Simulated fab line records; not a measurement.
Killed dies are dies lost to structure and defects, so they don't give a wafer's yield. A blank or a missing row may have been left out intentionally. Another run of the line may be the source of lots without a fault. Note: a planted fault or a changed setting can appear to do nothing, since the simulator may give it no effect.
A struck lot beside a sound one / flow nand harc / 30 out of 1159 route steps
Sound: these wafers, L479.2, L479.4, L479.5. The struck wafers were L478.2, L478.5, L478.6. Last of all comes the cause.
For every step that has rows: the tool of each side, followed by ch and its chambers, followed by its first start. Under that, the readings that differ: sound wafers / struck wafers / difference of the means / sigmas: that difference in standard deviations of wafers without a fault.
alike: words and numbers the same on both sides, and readings whose means are apart by under 2 such deviations; not compared: readings that were withheld, readings missing a value for some wafer, numbers with overlapping values and no deviation given by the record, and bounds like >300 which may hide the same value.
Wherever a step has rows on one side only, a row that says differs or no value, or a row with sigmas, the two part there. Numbers that have no deviation but don't overlap get no sigmas and don't part them. Lack of a reading on every wafer of one side parts them only where that side has two or more wafers.

first, 2 steps without rows for these wafers: NHARC_A_CONTACT_ETCH_139 (etches the open film in C4F8/O2/Ar, time 137 s, target depth 590 nm); NHARC_A_CONTACT_ETCH_92 (etches the open film in CH3F/O2, target depth 40 nm, time 85.7 s).
NHARC_A_CONTACT_ETCH_98: etches the open film in C4F6/O2, target depth 20 nm, time 10 s.
  sound on rie diel-09 ch 2,3; struck on rie diel-09 ch 0,1,2
  alike: drypump motor current A, oes product au, rf vpp V, showerhead plenum p Torr, throttle valve pct
  not compared: rf hours counter h
NHARC_A_CONTACT_CD_MEAS_15:
  struck on cd sem-01, day 21 13:02; sound on cd sem-02, day 21 14:56
  alike: cd nm
then, 3 steps without rows for these wafers: NHARC_A_CONTACT_STRIP_107 (strips in N2/H2); NHARC_A_CONTACT_STRIP_108 (strips in CF4/CHF3); NHARC_A_CONTACT_STRIP_109 (strips in O2/COS).
NHARC_A_CONTACT_ETCH_110: etches the open film in CF4/O2, target depth 50 nm, overetch 5 nm, time 27.5 s.
  sound on rie diel-09 ch 0,2,3, day 21 15:20; struck on rie diel-09 ch 0,1,2, day 21 13:31
  alike: drypump motor current A, oes_ar_750_au, oes product au, rf vpp V, showerhead plenum p Torr, throttle valve pct
  not compared: rf hours counter h
NHARC_A_CONTACT_STRIP_26: strips in O2.
  sound on rie diel-09 ch 1,3; struck on rie diel-09 ch 2,3
  alike: drypump motor current A, oes product au, rf vpp V, showerhead plenum p Torr, throttle valve pct
  not compared: rf hours counter h
then, 1 step without rows for these wafers: NHARC_A_CONTACT_STRIP_27 (strips in post etch residue remover, time 600 s).
NHARC_A_CONTACT_ALD_18: deposits TiN, target thk 3 nm, pulse time 1 s, ald cycles 150.
  sound on ald metal-03 ch 1,2,3, day 21 16:00; struck on ald metal-02 ch 1,2, day 21 14:08
  alike: heater power w, precursor pulse height rel
NHARC_A_CONTACT_CVD_19: deposits W, target thk 300 nm, time 802 s.
  sound on cvd w-01 ch 0,1; struck on cvd w-01 ch 0,1
  alike: heater power w, mfc wf6 sccm, throttle valve pct
NHARC_A_CONTACT_CMP_20: polishes, t overpolish 30 s, target thk 300 nm.
  sound on cmp-04 ch 0,2, day 21 18:10; struck on cmp-03 ch 1,2, day 21 17:28
  alike: motor current A, overpolish run s, time to endpoint s
after that, 1 step had no rows for these wafers: NHARC_A_CONTACT_SRD_22.
NHARC_A_CONTACT_INSPECT_23:
  struck on defect inspect-02, day 21 17:50; sound on defect inspect-01, day 21 18:34
reading=raw defect count; sound=420 336 357; struck=1420 1247 1131; difference=+895; sigmas=+8
then, 10 steps without rows for these wafers: NHARC_A_BLC_DEHYDRATE_00 (time 120 s); NHARC_A_BLC_HMDS_01 (time 30 s); NHARC_A_BLC_COAT_02 (time 75 s); NHARC_A_BLC_COAT_03 (time 65 s); NHARC_A_BLC_COAT_04 (resist thk 90 nm); NHARC_A_BLC_SOFTBAKE_05 (time 55 s); NHARC_A_BLC_EBR_06; NHARC_A_BLC_EXPOSE_07 (exposes mask A BLC, target cd 100 nm); NHARC_A_BLC_PEB_08 (peb time 65 s); NHARC_A_BLC_DEVELOP_09 (develop time 35 s).
NHARC_A_BLC_CD_MEAS_10: the cd target is 100 nm.
  sound on cd sem-02 ch 0, day 21 19:05; struck on cd sem-03 ch 0, day 21 18:21
  alike: cd nm
NHARC_A_BLC_OVL_MEAS_11:
  struck on overlay-02, day 21 18:26; sound on overlay-01, day 21 19:10
  alike: overlay x nm, overlay y nm
NHARC_A_BLC_INSPECT_12:
  struck on defect inspect-01, day 21 18:28; sound on defect inspect-02, day 21 19:12
reading=raw defect count; sound=41 25 32; struck=849 844 847; difference=+814; sigmas=+68
then, 1 step without rows for these wafers: NHARC_A_BLC_DESCUM_15 (chemistry O2, time 3 s).
NHARC_END_SORT_01:
  the record has rows for the struck wafers here (prober-01 ch 0, day 23 15:34) and none for the sound ones

== WHERE THEY PART ==
Earliest at NHARC_A_CONTACT_INSPECT_23; latest, in this record, at NHARC_END_SORT_01.

WHY: the cause the simulator had injected
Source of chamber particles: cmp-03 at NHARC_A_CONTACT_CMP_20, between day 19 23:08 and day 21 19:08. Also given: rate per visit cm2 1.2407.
